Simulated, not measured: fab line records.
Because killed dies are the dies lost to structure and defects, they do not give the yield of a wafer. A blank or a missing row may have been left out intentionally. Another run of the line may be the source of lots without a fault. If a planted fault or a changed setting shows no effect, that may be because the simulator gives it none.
The tool behind it: which one? / flow n5_finfet / Sampling: 24 lots, 72 wafers, 6 of 1938 route steps

WHAT THE GAUGES READ, wafer by wafer
N5_BEOL_M8_OVL_MEAS_29. Usual: for V7_OVL the level is 0.3 nm and the standard deviation is 0.68.
lot=L075; measured=day 9 09:02; on=overlay-02; V7_OVL (nm)=0.0 1.5 0.3; flag=
lot=L074; measured=day 9 11:21; on=overlay-01; V7_OVL (nm)=0.3 0.4 -0.1; flag=
lot=L076; measured=day 9 18:50; on=overlay-02; V7_OVL (nm)=-0.1 0.7 -0.6; flag=
lot=L077; measured=day 10 02:19; on=overlay-01; V7_OVL (nm)=1.0 0.9 1.5; flag=
lot=L078; measured=day 10 06:08; on=overlay-02; V7_OVL (nm)=0.4 0.6 0.8; flag=
lot=L079; measured=day 10 16:47; on=overlay-02; V7_OVL (nm)=0.4 0.9 0.7; flag=
lot=L080; measured=day 11 02:33; on=overlay-02; V7_OVL (nm)=0.3 -0.7 0.1; flag=
lot=L082; measured=day 11 08:43; on=overlay-02; V7_OVL (nm)=0.2 0.5 0.0; flag=
lot=L081; measured=day 11 08:49; on=overlay-02; V7_OVL (nm)=0.1 1.1 0.6; flag=
lot=L084; measured=day 11 20:20; on=overlay-01; V7_OVL (nm)=-0.1 0.3 1.5; flag=
lot=L083; measured=day 11 20:34; on=overlay-02; V7_OVL (nm)=-1.2 -0.9 0.0; flag=
lot=L085; measured=day 11 21:14; on=overlay-02; V7_OVL (nm)=0.4 -0.4 0.3; flag=
lot=L087; measured=day 12 17:01; on=overlay-02; V7_OVL (nm)=0.2 0.3 -0.1; flag=
lot=L086; measured=day 13 08:20; on=overlay-01; V7_OVL (nm)=2.2 0.3 0.6; flag=
lot=L088; measured=day 13 08:25; on=overlay-01; V7_OVL (nm)=0.5 1.3 0.1; flag=
lot=L089; measured=day 13 20:19; on=overlay-01; V7_OVL (nm)=-0.3 0.6 0.4; flag=
lot=L090; measured=day 14 00:30; on=overlay-01; V7_OVL (nm)=0.7 1.0 1.8; flag=
lot=L093; measured=day 14 00:33; on=overlay-02; V7_OVL (nm)=0.0 -1.2 -0.2; flag=
lot=L091; measured=day 14 03:19; on=overlay-02; V7_OVL (nm)=0.1 0.3 0.0; flag=
lot=L092; measured=day 14 11:24; on=overlay-02; V7_OVL (nm)=0.0 0.3 1.0; flag=
lot=L095; measured=day 14 23:34; on=overlay-01; V7_OVL (nm)=0.3 -0.6 -0.9; flag=
lot=L094; measured=day 15 09:26; on=overlay-02; V7_OVL (nm)=0.3 0.3 -0.2; flag=
lot=L097; measured=day 15 15:26; on=overlay-01; V7_OVL (nm)=1.0 0.6 1.2; flag=
lot=L096; measured=day 16 01:21; on=overlay-02; V7_OVL (nm)=-0.5 -0.4 0.8; flag=

N5_BEOL_M9_THK_MEAS_01. Usual: for M9_ILD_THK the level is 269 nm and the standard deviation is 3.5.
lot=L075; measured=day 9 14:23; on=film_metro-02; M9_ILD_THK (nm)=266 263 270; flag=
lot=L074; measured=day 9 14:52; on=film_metro-02; M9_ILD_THK (nm)=267 270 273; flag=
lot=L076; measured=day 9 22:31; on=film_metro-01; M9_ILD_THK (nm)=268 271 272; flag=
lot=L077; measured=day 10 08:19; on=film_metro-02; M9_ILD_THK (nm)=266 264 273; flag=
lot=L078; measured=day 10 10:46; on=film_metro-02; M9_ILD_THK (nm)=262 264 269; flag=
lot=L079; measured=day 10 20:20; on=film_metro-01; M9_ILD_THK (nm)=268 262 268; flag=
lot=L080; measured=day 11 06:26; on=film_metro-02; M9_ILD_THK (nm)=268 267 269; flag=
lot=L082; measured=day 11 13:47; on=film_metro-01; M9_ILD_THK (nm)=267 265 267; flag=
lot=L081; measured=day 11 14:04; on=film_metro-01; M9_ILD_THK (nm)=271 274 277; flag=
lot=L084; measured=day 12 02:15; on=film_metro-02; M9_ILD_THK (nm)=270 271 268; flag=
lot=L083; measured=day 12 01:34; on=film_metro-02; M9_ILD_THK (nm)=268 265 270; flag=
lot=L085; measured=day 12 02:32; on=film_metro-02; M9_ILD_THK (nm)=268 272 267; flag=
lot=L087; measured=day 13 05:07; on=film_metro-02; M9_ILD_THK (nm)=269 269 269; flag=
lot=L086; measured=day 13 12:10; on=film_metro-01; M9_ILD_THK (nm)=262 271 272; flag=
lot=L088; measured=day 13 13:16; on=film_metro-02; M9_ILD_THK (nm)=269 266 274; flag=
lot=L089; measured=day 14 01:55; on=film_metro-02; M9_ILD_THK (nm)=266 267 272; flag=
lot=L090; measured=day 14 06:37; on=film_metro-01; M9_ILD_THK (nm)=274 269 276; flag=
lot=L093; measured=day 14 06:16; on=film_metro-02; M9_ILD_THK (nm)=264 267 275; flag=
lot=L091; measured=day 14 07:07; on=film_metro-02; M9_ILD_THK (nm)=267 265 269; flag=
lot=L092; measured=day 14 15:46; on=film_metro-01; M9_ILD_THK (nm)=267 267 263; flag=
lot=L095; measured=day 15 05:19; on=film_metro-02; M9_ILD_THK (nm)=264 273 278; flag=
lot=L094; measured=day 15 14:08; on=film_metro-01; M9_ILD_THK (nm)=264 269 271; flag=
lot=L097; measured=day 15 18:50; on=film_metro-01; M9_ILD_THK (nm)=264 263 269; flag=
lot=L096; measured=day 16 05:11; on=film_metro-01; M9_ILD_THK (nm)=264 272 270; flag=

N5_BEOL_M9_INSPECT_13: inspects for defects (brightfield). Usual: raw_defect_count 427, standard deviation 90.
lot=L075; measured=day 9 16:05; on=defect_inspect-01; raw_defect_count=466 422 413; flag=
lot=L074; measured=day 9 16:49; on=defect_inspect-01; raw_defect_count=429 329 371; flag=
lot=L076; measured=day 10 01:01; on=defect_inspect-02; raw_defect_count=294 377 437; flag=
lot=L077; measured=day 10 08:50; on=defect_inspect-02; raw_defect_count=434 370 362; flag=
lot=L078; measured=day 10 11:25; on=defect_inspect-01; raw_defect_count=345 273 287; flag=
lot=L079; measured=day 10 21:40; on=defect_inspect-02; raw_defect_count=370 504 516; flag=
lot=L080; measured=day 11 07:06; on=defect_inspect-01; raw_defect_count=468 457 397; flag=
lot=L082; measured=day 11 14:53; on=defect_inspect-02; raw_defect_count=399 239 296; flag=
lot=L081; measured=day 11 15:03; on=defect_inspect-02; raw_defect_count=426 556 530; flag=
lot=L084; measured=day 12 04:00; on=defect_inspect-01; raw_defect_count=500 554 581; flag=
lot=L083; measured=day 12 03:58; on=defect_inspect-01; raw_defect_count=467 594 631; flag=
lot=L085; measured=day 12 04:14; on=defect_inspect-01; raw_defect_count=542 522 463; flag=
lot=L087; measured=day 13 07:37; on=defect_inspect-01; raw_defect_count=507 466 632; flag=
lot=L086; measured=day 13 13:28; on=defect_inspect-02; raw_defect_count=371 318 261; flag=
lot=L088; measured=day 13 14:31; on=defect_inspect-02; raw_defect_count=351 436 352; flag=
lot=L089; measured=day 14 02:51; on=defect_inspect-01; raw_defect_count=338 422 378; flag=
lot=L090; measured=day 14 08:39; on=defect_inspect-01; raw_defect_count=391 434 412; flag=
lot=L093; measured=day 14 08:29; on=defect_inspect-01; raw_defect_count=408 542 470; flag=
lot=L091; measured=day 14 08:49; on=defect_inspect-01; raw_defect_count=351 332 335; flag=
lot=L092; measured=day 14 17:04; on=defect_inspect-01; raw_defect_count=407 371 507; flag=
lot=L095; measured=day 15 06:10; on=defect_inspect-01; raw_defect_count=397 554 487; flag=
lot=L094; measured=day 15 16:57; on=defect_inspect-01; raw_defect_count=396 417 468; flag=
lot=L097; measured=day 15 20:41; on=defect_inspect-01; raw_defect_count=415 346 578; flag=
lot=L096; measured=day 16 06:11; on=defect_inspect-01; raw_defect_count=480 494 370; flag=

WHAT TOOL EACH LOT RAN ON (gives the tool, then ch and the chambers of the sampled wafers, and finally the start)
lot=L075; N5_BEOL_M8_CURE_75=uv_cure-01 ch 2, day 9 10:25; N5_BEOL_M8_DEGAS_44=pvd_sputter-03, day 9 12:08; N5_BEOL_M9_HM_DEP_02=pvd_sputter-01, day 9 15:38
lot=L074; N5_BEOL_M8_CURE_75=uv_cure-01 ch 2, day 9 12:07; N5_BEOL_M8_DEGAS_44=pvd_sputter-01, day 9 12:23; N5_BEOL_M9_HM_DEP_02=pvd_sputter-03, day 9 16:16
lot=L076; N5_BEOL_M8_CURE_75=uv_cure-03 ch 2, day 9 19:36; N5_BEOL_M8_DEGAS_44=pvd_sputter-02, day 9 20:02; N5_BEOL_M9_HM_DEP_02=pvd_sputter-03, day 10 00:35
lot=L077; N5_BEOL_M8_CURE_75=uv_cure-03 ch 2, day 10 03:18; N5_BEOL_M8_DEGAS_44=pvd_sputter-03, day 10 04:15; N5_BEOL_M9_HM_DEP_02=pvd_sputter-01, day 10 08:25
lot=L078; N5_BEOL_M8_CURE_75=uv_cure-01 ch 1, day 10 06:56; N5_BEOL_M8_DEGAS_44=pvd_sputter-02, day 10 07:31; N5_BEOL_M9_HM_DEP_02=pvd_sputter-01, day 10 10:52
lot=L079; N5_BEOL_M8_CURE_75=uv_cure-01 ch 1, day 10 17:30; N5_BEOL_M8_DEGAS_44=pvd_sputter-03, day 10 17:53; N5_BEOL_M9_HM_DEP_02=pvd_sputter-01, day 10 21:07
lot=L080; N5_BEOL_M8_CURE_75=uv_cure-02 ch 1, day 11 03:31; N5_BEOL_M8_DEGAS_44=pvd_sputter-02, day 11 03:59; N5_BEOL_M9_HM_DEP_02=pvd_sputter-01, day 11 06:32
lot=L082; N5_BEOL_M8_CURE_75=uv_cure-02 ch 1, day 11 09:28; N5_BEOL_M8_DEGAS_44=pvd_sputter-01, day 11 10:12; N5_BEOL_M9_HM_DEP_02=pvd_sputter-01, day 11 14:19
lot=L081; N5_BEOL_M8_CURE_75=uv_cure-03 ch 0, day 11 09:44; N5_BEOL_M8_DEGAS_44=pvd_sputter-01, day 11 10:17; N5_BEOL_M9_HM_DEP_02=pvd_sputter-02, day 11 14:28
lot=L084; N5_BEOL_M8_CURE_75=uv_cure-01 ch 0, day 11 21:08; N5_BEOL_M8_DEGAS_44=pvd_sputter-01, day 11 21:50; N5_BEOL_M9_HM_DEP_02=pvd_sputter-01, day 12 03:33
lot=L083; N5_BEOL_M8_CURE_75=uv_cure-03 ch 1, day 11 21:33; N5_BEOL_M8_DEGAS_44=pvd_sputter-01, day 11 22:01; N5_BEOL_M9_HM_DEP_02=pvd_sputter-02, day 12 03:32
lot=L085; N5_BEOL_M8_CURE_75=uv_cure-02 ch 1, day 11 22:02; N5_BEOL_M8_DEGAS_44=pvd_sputter-01, day 11 22:19; N5_BEOL_M9_HM_DEP_02=pvd_sputter-01, day 12 03:40
lot=L087; N5_BEOL_M8_CURE_75=uv_cure-03 ch 1, day 12 18:04; N5_BEOL_M8_DEGAS_44=pvd_sputter-02, day 12 18:20; N5_BEOL_M9_HM_DEP_02=pvd_sputter-03, day 13 07:04
lot=L086; N5_BEOL_M8_CURE_75=uv_cure-01 ch 1, day 13 09:03; N5_BEOL_M8_DEGAS_44=pvd_sputter-01, day 13 09:23; N5_BEOL_M9_HM_DEP_02=pvd_sputter-01, day 13 12:55
lot=L088; N5_BEOL_M8_CURE_75=uv_cure-01 ch 1, day 13 09:23; N5_BEOL_M8_DEGAS_44=pvd_sputter-01, day 13 09:50; N5_BEOL_M9_HM_DEP_02=pvd_sputter-01, day 13 14:06
lot=L089; N5_BEOL_M8_CURE_75=uv_cure-02 ch 0, day 13 21:07; N5_BEOL_M8_DEGAS_44=pvd_sputter-01, day 13 21:43; N5_BEOL_M9_HM_DEP_02=pvd_sputter-02, day 14 02:18
lot=L090; N5_BEOL_M8_CURE_75=uv_cure-02 ch 1, day 14 02:19; N5_BEOL_M8_DEGAS_44=pvd_sputter-03, day 14 03:02; N5_BEOL_M9_HM_DEP_02=pvd_sputter-03, day 14 08:02
lot=L093; N5_BEOL_M8_CURE_75=uv_cure-03 ch 2, day 14 02:28; N5_BEOL_M8_DEGAS_44=pvd_sputter-03, day 14 03:07; N5_BEOL_M9_HM_DEP_02=pvd_sputter-03, day 14 07:56
lot=L091; N5_BEOL_M8_CURE_75=uv_cure-01 ch 2, day 14 04:07; N5_BEOL_M8_DEGAS_44=pvd_sputter-02, day 14 04:35; N5_BEOL_M9_HM_DEP_02=pvd_sputter-02, day 14 08:09
lot=L092; N5_BEOL_M8_CURE_75=uv_cure-01 ch 1, day 14 12:09; N5_BEOL_M8_DEGAS_44=pvd_sputter-03, day 14 12:50; N5_BEOL_M9_HM_DEP_02=pvd_sputter-02, day 14 16:38
lot=L095; N5_BEOL_M8_CURE_75=uv_cure-03 ch 2, day 15 00:22; N5_BEOL_M8_DEGAS_44=pvd_sputter-02, day 15 01:15; N5_BEOL_M9_HM_DEP_02=pvd_sputter-03, day 15 05:37
lot=L094; N5_BEOL_M8_CURE_75=uv_cure-03 ch 1, day 15 10:14; N5_BEOL_M8_DEGAS_44=pvd_sputter-02, day 15 10:32; N5_BEOL_M9_HM_DEP_02=pvd_sputter-02, day 15 16:24
lot=L097; N5_BEOL_M8_CURE_75=uv_cure-02 ch 0, day 15 16:11; N5_BEOL_M8_DEGAS_44=pvd_sputter-03, day 15 16:32; N5_BEOL_M9_HM_DEP_02=pvd_sputter-02, day 15 20:07
lot=L096; N5_BEOL_M8_CURE_75=uv_cure-01 ch 1, day 16 02:11; N5_BEOL_M8_DEGAS_44=pvd_sputter-02, day 16 02:41; N5_BEOL_M9_HM_DEP_02=pvd_sputter-02, day 16 05:46
- N5_BEOL_M8_CURE_75: cures SiCOH lowk, time 120 s.
- N5_BEOL_M8_DEGAS_44: time 60 s.
- N5_BEOL_M9_HM_DEP_02: deposits TiN, target thk 20 nm.

WHAT THE TOOLS THEMSELVES READ (means of the sampled wafers that have a number; where no wafer has one, the mark that the record gives instead)
N5_BEOL_M8_CURE_75. Usual: lamp_power_pct 52.31 %, standard deviation 0.053; wafer_temp_C_max 371.9, standard deviation 0.82.
lot=L075; tool=uv_cure-01; lamp_power_pct (%)=52.30; wafer_temp_C_max=371.3; flag=
lot=L074; tool=uv_cure-01; lamp_power_pct (%)=52.24; wafer_temp_C_max=371.4; flag=
lot=L076; tool=uv_cure-03; lamp_power_pct (%)=52.27; wafer_temp_C_max=372.7; flag=
lot=L077; tool=uv_cure-03; lamp_power_pct (%)=52.34; wafer_temp_C_max=372.7; flag=
lot=L078; tool=uv_cure-01; lamp_power_pct (%)=52.25; wafer_temp_C_max=372.8; flag=
lot=L079; tool=uv_cure-01; lamp_power_pct (%)=52.30; wafer_temp_C_max=372.5; flag=
lot=L080; tool=uv_cure-02; lamp_power_pct (%)=52.28; wafer_temp_C_max=371.6; flag=
lot=L082; tool=uv_cure-02; lamp_power_pct (%)=52.35; wafer_temp_C_max=371.4; flag=
lot=L081; tool=uv_cure-03; lamp_power_pct (%)=52.28; wafer_temp_C_max=371.1; flag=
lot=L084; tool=uv_cure-01; lamp_power_pct (%)=52.38; wafer_temp_C_max=371.8; flag=
lot=L083; tool=uv_cure-03; lamp_power_pct (%)=52.34; wafer_temp_C_max=371.1; flag=
lot=L085; tool=uv_cure-02; lamp_power_pct (%)=52.35; wafer_temp_C_max=371.6; flag=
lot=L087; tool=uv_cure-03; lamp_power_pct (%)=52.34; wafer_temp_C_max=370.9; flag=
lot=L086; tool=uv_cure-01; lamp_power_pct (%)=52.30; wafer_temp_C_max=372.9; flag=
lot=L088; tool=uv_cure-01; lamp_power_pct (%)=52.27; wafer_temp_C_max=372.5; flag=
lot=L089; tool=uv_cure-02; lamp_power_pct (%)=52.34; wafer_temp_C_max=371.1; flag=
lot=L090; tool=uv_cure-02; lamp_power_pct (%)=52.30; wafer_temp_C_max=371.4; flag=
lot=L093; tool=uv_cure-03; lamp_power_pct (%)=52.27; wafer_temp_C_max=372.6; flag=
lot=L091; tool=uv_cure-01; lamp_power_pct (%)=52.29; wafer_temp_C_max=371.6; flag=
lot=L092; tool=uv_cure-01; lamp_power_pct (%)=52.31; wafer_temp_C_max=372.2; flag=
lot=L095; tool=uv_cure-03; lamp_power_pct (%)=52.29; wafer_temp_C_max=372.4; flag=
lot=L094; tool=uv_cure-03; lamp_power_pct (%)=52.29; wafer_temp_C_max=371.1; flag=
lot=L097; tool=uv_cure-02; lamp_power_pct (%)=52.27; wafer_temp_C_max=370.9; flag=
lot=L096; tool=uv_cure-01; lamp_power_pct (%)=52.26; wafer_temp_C_max=372.7; flag=

N5_BEOL_M8_DEGAS_44. Usual: heater_power_w 330 W, standard deviation 36.
lot=L075; tool=pvd_sputter-03; heater_power_w (W)=332; flag=
lot=L074; tool=pvd_sputter-01; heater_power_w (W)=306; flag=
lot=L076; tool=pvd_sputter-02; heater_power_w (W)=365; flag=
lot=L077; tool=pvd_sputter-03; heater_power_w (W)=320; flag=
lot=L078; tool=pvd_sputter-02; heater_power_w (W)=347; flag=
lot=L079; tool=pvd_sputter-03; heater_power_w (W)=342; flag=
lot=L080; tool=pvd_sputter-02; heater_power_w (W)=373; flag=
lot=L082; tool=pvd_sputter-01; heater_power_w (W)=327; flag=
lot=L081; tool=pvd_sputter-01; heater_power_w (W)=349; flag=
lot=L084; tool=pvd_sputter-01; heater_power_w (W)=319; flag=
lot=L083; tool=pvd_sputter-01; heater_power_w (W)=352; flag=
lot=L085; tool=pvd_sputter-01; heater_power_w (W)=305; flag=
lot=L087; tool=pvd_sputter-02; heater_power_w (W)=346; flag=
lot=L086; tool=pvd_sputter-01; heater_power_w (W)=325; flag=
lot=L088; tool=pvd_sputter-01; heater_power_w (W)=322; flag=
lot=L089; tool=pvd_sputter-01; heater_power_w (W)=274; flag=
lot=L090; tool=pvd_sputter-03; heater_power_w (W)=350; flag=
lot=L093; tool=pvd_sputter-03; heater_power_w (W)=319; flag=
lot=L091; tool=pvd_sputter-02; heater_power_w (W)=347; flag=
lot=L092; tool=pvd_sputter-03; heater_power_w (W)=341; flag=
lot=L095; tool=pvd_sputter-02; heater_power_w (W)=371; flag=
lot=L094; tool=pvd_sputter-02; heater_power_w (W)=345; flag=
lot=L097; tool=pvd_sputter-03; heater_power_w (W)=338; flag=
lot=L096; tool=pvd_sputter-02; heater_power_w (W)=345; flag=

N5_BEOL_M9_HM_DEP_02. Usual: substrate_temp_c 25.00 C, standard deviation 0.11; throttle_valve_pct 30.2 %, standard deviation 0.73.
lot=L075; tool=pvd_sputter-01; substrate_temp_c (C)=25.09; throttle_valve_pct (%)=30.4; flag=
lot=L074; tool=pvd_sputter-03; substrate_temp_c (C)=24.77; throttle_valve_pct (%)=29.2; flag=
lot=L076; tool=pvd_sputter-03; substrate_temp_c (C)=25.10; throttle_valve_pct (%)=29.8; flag=
lot=L077; tool=pvd_sputter-01; substrate_temp_c (C)=25.07; throttle_valve_pct (%)=30.9; flag=
lot=L078; tool=pvd_sputter-01; substrate_temp_c (C)=24.92; throttle_valve_pct (%)=30.3; flag=
lot=L079; tool=pvd_sputter-01; substrate_temp_c (C)=24.83; throttle_valve_pct (%)=29.7; flag=
lot=L080; tool=pvd_sputter-01; substrate_temp_c (C)=25.00; throttle_valve_pct (%)=31.0; flag=
lot=L082; tool=pvd_sputter-01; substrate_temp_c (C)=24.98; throttle_valve_pct (%)=30.5; flag=
lot=L081; tool=pvd_sputter-02; substrate_temp_c (C)=24.94; throttle_valve_pct (%)=30.7; flag=
lot=L084; tool=pvd_sputter-01; substrate_temp_c (C)=25.03; throttle_valve_pct (%)=30.4; flag=
lot=L083; tool=pvd_sputter-02; substrate_temp_c (C)=24.99; throttle_valve_pct (%)=30.4; flag=
lot=L085; tool=pvd_sputter-01; substrate_temp_c (C)=25.07; throttle_valve_pct (%)=29.9; flag=
lot=L087; tool=pvd_sputter-03; substrate_temp_c (C)=24.95; throttle_valve_pct (%)=29.8; flag=
lot=L086; tool=pvd_sputter-01; substrate_temp_c (C)=24.95; throttle_valve_pct (%)=30.3; flag=
lot=L088; tool=pvd_sputter-01; substrate_temp_c (C)=24.99; throttle_valve_pct (%)=30.7; flag=
lot=L089; tool=pvd_sputter-02; substrate_temp_c (C)=24.91; throttle_valve_pct (%)=30.4; flag=
lot=L090; tool=pvd_sputter-03; substrate_temp_c (C)=25.01; throttle_valve_pct (%)=29.4; flag=
lot=L093; tool=pvd_sputter-03; substrate_temp_c (C)=25.03; throttle_valve_pct (%)=30.0; flag=
lot=L091; tool=pvd_sputter-02; substrate_temp_c (C)=24.99; throttle_valve_pct (%)=30.0; flag=
lot=L092; tool=pvd_sputter-02; substrate_temp_c (C)=24.97; throttle_valve_pct (%)=30.1; flag=
lot=L095; tool=pvd_sputter-03; substrate_temp_c (C)=25.07; throttle_valve_pct (%)=30.0; flag=
lot=L094; tool=pvd_sputter-02; substrate_temp_c (C)=25.00; throttle_valve_pct (%)=30.0; flag=
lot=L097; tool=pvd_sputter-02; substrate_temp_c (C)=25.04; throttle_valve_pct (%)=30.5; flag=
lot=L096; tool=pvd_sputter-02; substrate_temp_c (C)=25.11; throttle_valve_pct (%)=30.0; flag=

THE ANSWER, worked out from the rows above alone
Rule: lot off if the mean of its wafers having a number is beyond 3 standard deviations from the usual mean. Also off: a lot with no number at a reading for which 4 or more lots have one. All remaining lots with rows at the step are treated as sound. After the gauges, taken in route order, come the tools' own readings; for these a lot's mean is taken, as printed above. At the first step where some lot is off, the reading lying furthest off is the one used; lots without a number count as furthest.
No lot is off at any reading shown: from this, nothing can be told.

WHAT THE SIMULATOR HAD PUT IN
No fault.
